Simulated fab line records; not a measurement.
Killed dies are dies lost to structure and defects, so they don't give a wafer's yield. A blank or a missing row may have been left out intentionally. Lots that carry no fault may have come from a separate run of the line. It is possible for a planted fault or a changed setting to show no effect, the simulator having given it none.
fab line records    flow n5Finfet
[record] lots = 10  wafers = 30  lastDay = 18
route steps=1938 shown BEOL_M6@1212 PASSIVATION@1936
lots with no fault: from the same line, run without faults
startH: hours from the record's first day to the start of the lot's first wafer shown    waitH: how many hours have passed since the lot's step before this one    " identical to the entry in the row above    L1.1+2: one row covering several wafers at once    - no value, or no start given    * or withheld: withheld    < > ~ a bound
route shown NAME@n: NAME is a module with steps in the file, n the number in the route of the first one    usual: mean and standard deviation over wafers with no fault    same: alike in all rows    chamber/n: place in a boat    sites: each site's reading    _std_site: how widely they spread, as a standard deviation    _edge_site: mean of outer sites minus mean of inner sites    radiusMm: how far each site lies from the wafer's centre    mask NAME#n: copy n    behind: the most recent tool/chamber to have shaped the wafer    hold: why the lot was held/for how many hours/how that ended    device: whichever transistor did not switch (one of n, p or np)    end of line: tests run on the same wafers once the route is complete    for a step that has no rows: nothing shown but its recipe    killed: at the first sort, the dies lost to defects and structure; wafer yield is something else    map: shows each die of a wafer: x if killed, . if not, _ if none is there
set.NAME: the setting as run; set.NAME@STEP: as run at that earlier step    model.NAME: the simulator's own value behind a step, which no gauge read
steps of the route over a sample of lots; a table a step, a row a wafer
services: the hour from which a tool's chamber was out of use, counted from the record's first day as startH (under 0 if before that day), plus the number of hours and why
[[steps]]
[step N5_BEOL_M6_ETCH_62]
[recipe] chemistry = N2/H2  target = SOC  targetDepthA = 1100  overetchA = 220  maskMaterial = SiARC  tempC = 40  timeS = 165  ionEnergyEv = 200  pressureMtorr = 30  sourceW = 840  biasW = 150  n2FlowSccm = 200  h2FlowSccm = 200
[usual] biasW = 149.9/0.51  drypumpMotorCurrentA = 5.8/0.58  oesProductAu = 0.67/0.071  rfVppV = 523.6/2.7  showerheadPlenumPTorr = 2.53/0.095  throttleValvePct = 17.82/0.23
lot.wafer  tool        chamber  startH  waitH  biasW  drypumpMotorCurrentA  oesProductAu  rfHoursCounterH  rfVppV  showerheadPlenumPTorr  throttleValvePct
L327.2     rieDiel-01  0        198.32  0.0    150.5  6.2                   0.81          9                527.8   2.72                   17.54
L327.5     "           0        "       "      150.2  6.2                   0.81          -                528.4   2.72                   17.52
L327.6     "           1        "       "      150.5  5.3                   0.62          -                522.5   2.52                   18.04
L328.1     rieDiel-06  2        208.39  0.0    149.6  5.3                   0.70          78               520.7   2.47                   17.59
L328.2     "           0        "       "      149.9  6.4                   0.62          174              520.9   2.43                   18.00
L328.6     "           0        "       "      149.5  6.4                   0.61          -                521.2   2.43                   18.01
L333.3     rieDiel-05  1        216.24  0.0    149.6  6.0                   0.69          79               520.9   2.48                   18.01
L333.4     "           3        "       "      150.2  6.7                   0.61          217              521.1   2.40                   18.06
L333.5     "           1        "       "      150.5  6.0                   0.69          -                521.4   2.48                   18.00
L331.1     rieDiel-05  0        216.49  0.0    150.3  5.2                   0.57          237              526.6   2.63                   18.03
L331.2     "           2        "       "      150.0  5.6                   0.66          150              524.4   2.53                   17.72
L331.6     "           3        "       "      149.6  6.7                   0.61          -                519.9   2.41                   18.06
L334.1     rieDiel-06  3        241.93  0.0    150.5  4.8                   0.63          160              520.6   2.45                   17.89
L334.2     "           0        "       "      150.9  6.4                   0.62          180              520.7   2.43                   18.00
L334.5     "           3        "       "      151.0  4.8                   0.64          -                521.6   2.45                   17.90
L341.2     rieDiel-01  0        274.48  0.0    149.9  6.2                   0.76          39               526.9   2.71                   17.58
L341.3     "           1        "       "      150.0  5.3                   0.61          207              523.9   2.51                   18.09
L341.6     "           0        "       "      149.6  6.2                   0.76          -                527.8   2.71                   17.59
L346.2     rieDiel-05  0        313.42  0.0    150.4  5.2                   0.79          7                525.7   2.61                   17.60
L346.3     "           2        "       "      150.0  5.6                   0.64          167              522.3   2.52                   17.75
L346.4     "           1        "       "      149.6  5.9                   0.66          113              521.2   2.47                   18.07
L347.3     rieDiel-06  0        314.24  0.0    149.4  6.4                   0.60          207              521.2   2.42                   18.07
L347.4     "           3        "       "      149.8  4.8                   0.62          186              520.7   2.44                   17.93
L347.6     "           1        "       "      149.9  5.8                   0.73          -                524.7   2.60                   17.63
L349.2     rieDiel-01  0        328.63  0.0    150.0  6.2                   0.74          59               527.5   2.70                   17.63
L349.3     "           1        "       "      150.5  5.3                   0.60          227              523.3   2.51                   18.12
L349.5     "           1        "       "      150.3  5.3                   0.59          -                524.2   2.51                   18.12
L350.1     rieDiel-01  3        348.94  0.0    149.4  5.9                   0.73          46               526.4   2.58                   17.47
L350.4     "           0        "       "      150.0  6.2                   0.73          67               528.2   2.70                   17.66
L350.5     "           3        "       "      149.1  5.9                   0.74          -                526.5   2.58                   17.49
[step N5_BEOL_M6_ETCH_72]
[recipe] chemistry = N2/H2  target = underlayer  targetDepthA = 65  maskMaterial = CAR-EUV  timeS = 5.2  ionEnergyEv = 200  pressureMtorr = 30  sourceW = 840  biasW = 150  n2FlowSccm = 200  h2FlowSccm = 200  ends = cleared
[usual] biasW = 150.0/0.45  drypumpMotorCurrentA = 5.8/0.59  etchRfOnTimeS = 5.22/0.13  oesProductAu = 0.66/0.076  rfVppV = 523.1/2.7  showerheadPlenumPTorr = 2.52/0.088  throttleValvePct = 17.90/0.2
lot.wafer  tool        chamber  startH  waitH  biasW  drypumpMotorCurrentA  etchRfOnTimeS  oesProductAu  rfHoursCounterH  rfVppV  showerheadPlenumPTorr  throttleValvePct
L327.2     rieDiel-05  2        202.57  0.0    149.8  5.6                   5.25           0.64          146              524.6   2.53                   17.76
L327.5     "           1        "       "      149.9  6.0                   5.09           0.72          -                521.3   2.48                   18.04
L327.6     "           2        "       "      149.5  5.6                   5.25           0.65          -                523.7   2.53                   17.74
L328.1     rieDiel-05  3        213.12  0.0    150.1  6.7                   5.19           0.61          215              520.3   2.41                   18.12
L328.2     "           1        "       "      149.5  6.0                   5.01           0.71          77               523.7   2.48                   18.05
L328.6     "           3        "       "      149.9  6.7                   5.21           0.60          -                520.6   2.41                   18.09
L333.3     rieDiel-05  0        218.99  0.0    150.1  5.3                   5.46           0.57          238              525.5   2.62                   18.06
L333.4     "           2        "       "      149.8  5.6                   5.22           0.65          151              525.5   2.53                   17.75
L333.5     "           3        "       "      150.6  6.7                   5.20           0.61          -                520.3   2.40                   18.10
L331.1     rieDiel-01  2        219.57  0.0    150.2  6.7                   5.26           0.63          186              525.8   2.54                   17.83
L331.2     "           0        "       "      149.3  6.2                   5.06           0.82          20               527.0   2.72                   17.58
L331.6     "           2        "       "      150.2  6.7                   5.23           0.63          -                522.6   2.53                   17.83
L334.1     rieDiel-05  1        242.76  0.0    149.6  6.0                   5.14           0.69          90               521.8   2.48                   18.06
L334.2     "           3        "       "      150.7  6.7                   5.32           0.59          228              518.1   2.40                   18.10
L334.5     "           3        "       "      150.7  6.7                   5.25           0.59          -                521.1   2.40                   18.11
L341.2     rieDiel-06  0        275.57  0.0    150.0  6.4                   5.40           0.59          192              519.7   2.43                   18.06
L341.3     "           1        "       "      149.9  5.8                   5.35           0.76          22               525.9   2.61                   17.63
L341.6     "           0        "       "      150.2  6.4                   5.39           0.60          -                519.0   2.43                   18.04
L346.2     rieDiel-05  3        314.57  0.0    149.7  6.8                   5.20           0.59          251              517.6   2.39                   18.13
L346.3     "           1        "       "      149.1  6.0                   5.09           0.67          114              521.1   2.47                   18.12
L346.4     "           0        "       "      149.4  5.3                   4.98           0.82          8                522.8   2.61                   17.63
L347.3     rieDiel-05  0        315.47  0.0    149.5  5.3                   5.03           0.80          8                526.6   2.61                   17.65
L347.4     "           0        "       "      149.7  5.2                   5.01           0.81          -                527.4   2.61                   17.61
L347.6     "           1        "       "      150.2  6.0                   5.07           0.68          -                521.1   2.47                   18.13
L349.2     rieDiel-05  1        329.88  0.0    150.3  6.0                   5.14           0.67          121              520.0   2.46                   18.14
L349.3     "           0        "       "      150.7  5.2                   5.10           0.79          15               524.7   2.61                   17.65
L349.5     "           2        "       "      150.4  5.6                   5.25           0.63          -                521.8   2.52                   17.81
L350.1     rieDiel-06  2        351.59  0.0    150.0  5.3                   5.25           0.65          125              523.6   2.45                   17.68
L350.4     "           3        "       "      149.7  4.8                   5.05           0.63          198              521.9   2.43                   18.00
L350.5     "           1        "       "      150.1  5.8                   5.28           0.72          -                523.9   2.60                   17.71
[step N5_BEOL_M6_ETCH_66]
[recipe] chemistry = N2/H2  target = SOC  targetDepthA = 800  overetchA = 160  maskMaterial = SiARC  tempC = 40  timeS = 120  ionEnergyEv = 200  pressureMtorr = 30  sourceW = 840  biasW = 150  n2FlowSccm = 200  h2FlowSccm = 200
[usual] biasW = 150.0/0.41  drypumpMotorCurrentA = 5.8/0.59  oesProductAu = 0.60/0.062  rfVppV = 523.2/2.5  showerheadPlenumPTorr = 2.52/0.088  throttleValvePct = 17.86/0.2
lot.wafer  tool        chamber  startH  waitH  biasW  drypumpMotorCurrentA  oesProductAu  rfHoursCounterH  rfVppV  showerheadPlenumPTorr  throttleValvePct
L327.2     rieDiel-05  2        202.62  0.0    149.4  5.6                   0.59          146              523.5   2.53                   17.71
L327.5     "           1        "       "      149.7  6.0                   0.63          -                522.9   2.48                   18.00
L327.6     "           2        "       "      150.0  5.6                   0.59          -                524.0   2.53                   17.71
L328.1     rieDiel-05  3        213.17  0.0    125.5  6.7                   0.55          216              464.9   2.41                   18.03
L328.2     "           1        "       "      125.8  6.0                   0.63          77               464.9   2.48                   18.00
L328.6     "           3        "       "      125.5  6.7                   0.55          -                465.2   2.41                   18.05
L333.3     rieDiel-05  0        219.03  0.0    124.9  5.2                   0.52          238              468.3   2.62                   18.01
L333.4     "           2        "       "      125.5  5.6                   0.59          151              468.0   2.53                   17.71
L333.5     "           3        "       "      126.1  6.7                   0.55          -                464.3   2.40                   18.05
L331.1     rieDiel-01  2        219.62  0.0    149.9  6.7                   0.57          186              523.6   2.54                   17.82
L331.2     "           0        "       "      149.7  6.2                   0.72          20               527.2   2.72                   17.53
L331.6     "           2        "       "      150.2  6.7                   0.57          -                524.1   2.54                   17.82
L334.1     rieDiel-05  1        242.81  0.0    125.2  5.9                   0.62          90               468.2   2.48                   18.01
L334.2     "           3        "       "      125.2  6.7                   0.54          228              464.3   2.40                   18.08
L334.5     "           3        "       "      125.8  6.7                   0.55          -                465.5   2.40                   18.07
L341.2     rieDiel-06  0        275.61  0.0    150.5  6.5                   0.55          192              520.8   2.43                   18.00
L341.3     "           1        "       "      149.8  5.8                   0.68          22               525.3   2.61                   17.59
L341.6     "           0        "       "      150.4  6.4                   0.54          -                520.4   2.43                   18.02
L346.2     rieDiel-05  3        314.62  0.0    150.0  6.7                   0.53          251              519.8   2.39                   18.10
L346.3     "           1        "       "      150.2  6.0                   0.61          114              519.8   2.47                   18.07
L346.4     "           0        "       "      150.5  5.3                   0.71          8                523.7   2.61                   17.60
L347.3     rieDiel-05  0        315.51  0.0    149.9  5.3                   0.70          8                526.5   2.61                   17.58
L347.4     "           0        "       "      149.6  5.2                   0.71          -                525.4   2.61                   17.58
L347.6     "           1        "       "      150.3  6.0                   0.59          -                520.4   2.47                   18.06
L349.2     rieDiel-05  1        329.93  0.0    150.0  6.0                   0.59          121              521.4   2.46                   18.08
L349.3     "           0        "       "      151.0  5.3                   0.70          15               525.0   2.61                   17.60
L349.5     "           2        "       "      150.5  5.6                   0.57          -                523.1   2.52                   17.78
L350.1     rieDiel-06  2        351.64  0.0    148.7  5.4                   0.59          125              522.0   2.45                   17.66
L350.4     "           3        "       "      150.1  4.8                   0.55          198              522.2   2.43                   17.94
L350.5     "           1        "       "      149.8  5.8                   0.65          -                525.9   2.60                   17.67
[step N5_BEOL_M6_OCD_MEAS_38]
[usual] trenchDepthNm = 93.8/2.2
lot.wafer  tool    chamber  startH  waitH  trenchDepthNm
L327.2     ocd-01  -        202.97  -      93.5
L327.5     "       -        "       "      95.6
L327.6     "       -        "       "      93.9
L328.1     ocd-02  -        213.52  -      93.0
L328.2     "       -        "       "      97.0
L328.6     "       -        "       "      93.4
L333.3     ocd-01  -        219.38  -      89.5
L333.4     "       -        "       "      94.1
L333.5     "       -        "       "      93.3
L331.1     ocd-02  -        219.97  -      93.3
L331.2     "       -        "       "      96.1
L331.6     "       -        "       "      93.1
L334.1     ocd-01  -        243.16  -      96.6
L334.2     "       -        "       "      92.3
L334.5     "       -        "       "      93.2
L341.2     ocd-01  -        275.96  -      91.3
L341.3     "       -        "       "      92.4
L341.6     "       -        "       "      91.6
L346.2     ocd-02  -        314.96  -      93.0
L346.3     "       -        "       "      95.5
L346.4     "       -        "       "      97.6
L347.3     ocd-01  -        315.86  -      98.0
L347.4     "       -        "       "      98.3
L347.6     "       -        "       "      96.0
L349.2     ocd-02  -        330.27  -      96.2
L349.3     "       -        "       "      97.7
L349.5     "       -        "       "      94.5
L350.1     ocd-01  -        351.98  -      93.2
L350.4     "       -        "       "      93.6
L350.5     "       -        "       "      93.0
[step N5_PASSIVATION_PROBE_49]
[usual] defectLimitedYield = 91.4/1.4  killed_at_M0_to_M3 = 33/11  killed_at_M4_up = 13/5.3  killedAtContacts = 13/6.1  killedAtFrontEnd = 40/11  killedAtOther = 2.9/2.7  killedDies = 102/17  killedOpen = 68/13  killedShort = 32/7.5  sort_bin_5_function = 5.1/0.98  sort_bin_6_memory = 3.2/0.69  sortNPass = 1077/21  sortYieldPct = 91.3/1.7
[same] grossDies = 1180  killedAtBackSide = 0  sort_bin_4_leakage[%] = 0  sort_bin_8_speed[%] = 0
lot.wafer  tool       chamber  startH  waitH  defectLimitedYield[%]  killed_at_M0_to_M3  killed_at_M4_up  killedAtContacts  killedAtFrontEnd  killedAtOther  killedDies  killedOpen  killedShort  sort_bin_5_function[%]  sort_bin_6_memory[%]  sortNPass  sortYieldPct[%]
L328.1     prober-02  -        309.07  0.0    89.7                   41                  23               18                37                3              122         86          33           5.9                     4.2                   1058       89.7
L328.2     prober-02  -        309.12  0.1    89.1                   43                  15               17                52                2              129         97          26           6.4                     4.0                   1051       89.1
L328.6     prober-02  -        309.32  0.3    91.0                   30                  15               13                37                11             106         76          28           5.3                     3.4                   1074       91.0
L331.1     prober-02  -        316.77  0.0    89.4                   44                  11               7                 57                6              125         86          37           5.6                     4.6                   1055       89.4
L331.2     prober-02  -        316.82  0.1    94.2                   22                  14               7                 26                0              69          47          20           3.3                     2.0                   1111       94.2
L331.6     prober-02  -        317.02  0.3    90.4                   26                  14               7                 65                1              113         79          34           5.3                     3.8                   1067       90.4
L333.3     prober-02  -        320.54  0.1    93.5                   21                  11               20                24                1              77          52          24           3.1                     3.1                   1103       93.5
L333.4     prober-02  -        320.59  0.2    94.1                   16                  12               15                26                1              70          51          19           3.9                     1.8                   1110       94.1
L333.5     prober-02  -        320.64  0.2    94.6                   18                  11               9                 25                1              64          39          25           3.2                     1.9                   1116       94.6
L346.2     prober-01  -        414.94  0.1    94.4                   17                  8                7                 33                1              66          40          26           2.9                     2.5                   1114       94.4
L346.3     prober-01  -        414.99  0.1    90.8                   32                  13               16                42                6              109         72          37           6.7                     2.3                   1071       90.8
L346.4     prober-01  -        415.04  0.2    92.6                   29                  11               5                 38                4              87          55          30           5.3                     1.8                   1093       92.6
L350.1     prober-02  -        437.13  0.0    92.2                   38                  10               6                 35                3              92          56          36           4.7                     2.7                   1088       92.2
L350.4     prober-02  -        437.28  0.2    92.1                   35                  5                9                 41                3              93          66          25           5.1                     2.6                   1087       92.1
L350.5     prober-02  -        437.33  0.2    91.8                   29                  12               13                42                1              97          63          32           5.4                     2.5                   1083       91.8
// killed by level:class
L328.1 BEOL_M4:geometricParticle:open=16 MOL_CONTACT_COAG:geometricParticle:open=13 DUMMY_GATE:geometricParticle:open=12 BEOL_M0_SAQP:geometricParticle:short=11 BEOL_M3:geometricParticle:open=9 BEOL_M0_SAQP:geometricParticle:open=7 GATE_CUT:geometricParticle:short=6 STARTING-WAFER:geometricParticle:open=6
L328.2 STI_FIN_REVEAL:geometricParticle:open=14 MOL_CONTACT_COAG:geometricParticle:open=14 BEOL_M1:geometricParticle:open=12 BEOL_M0_SAQP:geometricParticle:open=11 BEOL_M4:geometricParticle:open=10 DUMMY_GATE:geometricParticle:open=9 BEOL_M2:geometricParticle:open=6 STARTING-WAFER:geometricParticle:open=6
L328.6 BEOL_M1:geometricParticle:open=10 BEOL_M4:geometricParticle:open=10 STI_FIN_REVEAL:geometricParticle:open=9 DUMMY_GATE:geometricParticle:open=9 MOL_CONTACT_COAG:geometricParticle:open=9 FIN_SAQP:geometricParticle:open=6 BEOL_M0_SAQP:geometricParticle:open=6 PASS1_CAP:geometricParticle:short=5
L331.1 BEOL_M0_SAQP:geometricParticle:open=18 STI_FIN_REVEAL:geometricParticle:open=12 FIN_SAQP:geometricParticle:short=8 BEOL_M2:geometricParticle:open=8 FIN_SAQP:geometricParticle:open=6 MOL_CONTACT_COAG:geometricParticle:open=6 BEOL_M3:geometricParticle:short=6 BEOL_M3:geometricParticle:open=6
L331.2 BEOL_M2:geometricParticle:open=8 STARTING-WAFER:geometricParticle:open=7 STI_FIN_REVEAL:geometricParticle:open=5 MOL_CONTACT_COAG:geometricParticle:open=4 BEOL_M1:geometricParticle:short=4 BEOL_M4:geometricParticle:open=4 FIN_SAQP:geometricParticle:open=3 GATE_CUT:geometricParticle:short=3
L331.6 STI_FIN_REVEAL:geometricParticle:open=21 FIN_SAQP:geometricParticle:open=11 BEOL_M4:geometricParticle:open=9 FIN_SAQP:geometricParticle:short=8 BEOL_M0_SAQP:geometricParticle:short=7 MOL_CONTACT_COAG:geometricParticle:open=6 BEOL_M0_SAQP:geometricParticle:open=6 STARTING-WAFER:geometricParticle:open=6
L333.3 MOL_CONTACT_COAG:geometricParticle:open=16 FIN_SAQP:geometricParticle:short=8 FIN_SAQP:geometricParticle:open=6 BEOL_M4:geometricParticle:open=6 BEOL_M1:geometricParticle:open=5 MOL_CONTACT_COAG:geometricParticle:short=4 BEOL_M0_SAQP:geometricParticle:short=4 BEOL_M2:geometricParticle:open=4
L333.4 MOL_CONTACT_COAG:geometricParticle:open=9 FIN_SAQP:geometricParticle:open=8 BEOL_M4:geometricParticle:open=7 MOL_CONTACT_COAG:geometricParticle:short=6 BEOL_M1:geometricParticle:open=5 GATE_CUT:geometricParticle:short=4 BEOL_M0_SAQP:geometricParticle:open=4 BEOL_M3:geometricParticle:open=3
L333.5 MOL_CONTACT_COAG:geometricParticle:open=6 GATE_CUT:geometricParticle:open=5 BEOL_M4:geometricParticle:open=5 GATE_CUT:geometricParticle:short=4 BEOL_M1:geometricParticle:open=4 MOL_CONTACT_COAG:geometricParticle:short=3 BEOL_M0_SAQP:geometricParticle:open=3 BEOL_M3:geometricParticle:open=3
L346.2 FIN_SAQP:geometricParticle:open=11 MOL_CONTACT_COAG:geometricParticle:open=7 BEOL_M0_SAQP:geometricParticle:short=7 FIN_SAQP:geometricParticle:short=6 STARTING-WAFER:geometricParticle:open=5 BEOL_M0:geometricParticle:open=4 STARTING-WAFER:geometricParticle:short=4 DUMMY_GATE:geometricParticle:open=2
L346.3 FIN_SAQP:geometricParticle:open=13 BEOL_M2:geometricParticle:open=12 MOL_CONTACT_COAG:geometricParticle:open=11 FIN_SAQP:geometricParticle:short=9 STI_FIN_REVEAL:geometricParticle:open=9 BEOL_M0_SAQP:geometricParticle:open=6 MOL_CONTACT_COAG:geometricParticle:short=5 BEOL_M1:geometricParticle:open=5
L346.4 FIN_SAQP:geometricParticle:open=14 FIN_SAQP:geometricParticle:short=8 BEOL_M1:geometricParticle:open=7 BEOL_M3:geometricParticle:open=6 STI_FIN_REVEAL:geometricParticle:open=5 MOL_CONTACT_COAG:geometricParticle:open=4 BEOL_M0_SAQP:geometricParticle:open=4 BEOL_M4:geometricParticle:open=4
L350.1 STI_FIN_REVEAL:geometricParticle:open=12 BEOL_M0_SAQP:geometricParticle:short=11 BEOL_M3:geometricParticle:open=10 BEOL_M0_SAQP:geometricParticle:open=7 BEOL_M4:geometricParticle:open=7 FIN_SAQP:geometricParticle:open=4 MOL_CONTACT_COAG:geometricParticle:open=4 BEOL_M1:geometricParticle:open=4
L350.4 DUMMY_GATE:geometricParticle:open=13 BEOL_M3:geometricParticle:open=12 BEOL_M1:geometricParticle:open=9 FIN_SAQP:geometricParticle:short=8 MOL_CONTACT_COAG:geometricParticle:open=8 STI_FIN_REVEAL:geometricParticle:open=6 BEOL_M0_SAQP:geometricParticle:open=5 FIN_SAQP:geometricParticle:open=3
L350.5 STI_FIN_REVEAL:geometricParticle:open=12 MOL_CONTACT_COAG:geometricParticle:open=12 FIN_SAQP:geometricParticle:short=9 BEOL_M1:geometricParticle:open=7 BEOL_M3:geometricParticle:open=6 FIN_SAQP:geometricParticle:open=5 STARTING-WAFER:geometricParticle:short=5 STI_FIN_REVEAL:geometricParticle:short=4
[[services]]
tool        chamber  startH  hours  kind
rieDiel-06  0        176.57  2.9    repair
rieDiel-01  3        183.44  7.2    repair
rieDiel-06  1        199.25  14.5   repair
rieDiel-06  -        209.18  0.3    repair
rieDiel-06  -        210.01  4.8    repair
rieDiel-06  1        216.20  8.8    repair
rieDiel-06  2        216.94  4.0    repair
rieDiel-06  0        227.20  14.4   repair
rieDiel-05  -        236.83  0.2    repair
rieDiel-06  2        241.76  6.5    repair
rieDiel-01  1        255.42  3.4    repair
rieDiel-05  0        265.60  -      clean
rieDiel-05  0        265.60  -      consumableReplace:focusRing
rieDiel-05  0        265.60  22.7   scheduledDown
rieDiel-05  0        265.60  22.7   ventCycle
rieDiel-01  2        270.68  4.7    repair
rieDiel-05  -        273.86  14.6   pm
rieDiel-05  3        314.94  11.0   repair
rieDiel-05  3        326.15  -      clean
rieDiel-05  3        326.15  -      consumableReplace:focusRing
rieDiel-05  3        326.15  -      consumableReplace:showerhead
rieDiel-05  3        326.15  16.1   scheduledDown
rieDiel-06  3        333.55  2.8    repair
rieDiel-06  -        334.62  0.7    repair
[[key]]
[firstSign] step = N5_BEOL_M6_ETCH_66  reading = biasW  direction = down  sigmas = 60  usual = *  struck = *
[effect] step = N5_BEOL_M6_ETCH_66  reading = rfVppV  direction = down  sigmas = 23  usual = 523.2  struck = 466.0
metAt N5_BEOL_M6_ETCH_66
struckLots L328,L333,L334
notActingAt N5_BEOL_M6_ETCH_62,N5_BEOL_M6_ETCH_72,N5_BEOL_M6_OCD_MEAS_38
onsetBetween 202.62 213.17
[fault] kind = processParameterDrift  tool = rieDiel-05  chamber = -  onsetH = 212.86  steps = N5_BEOL_M6_ETCH_66  channel = biasW  offset = *  shape = step  endH = 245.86  actsIn = *  stated = *
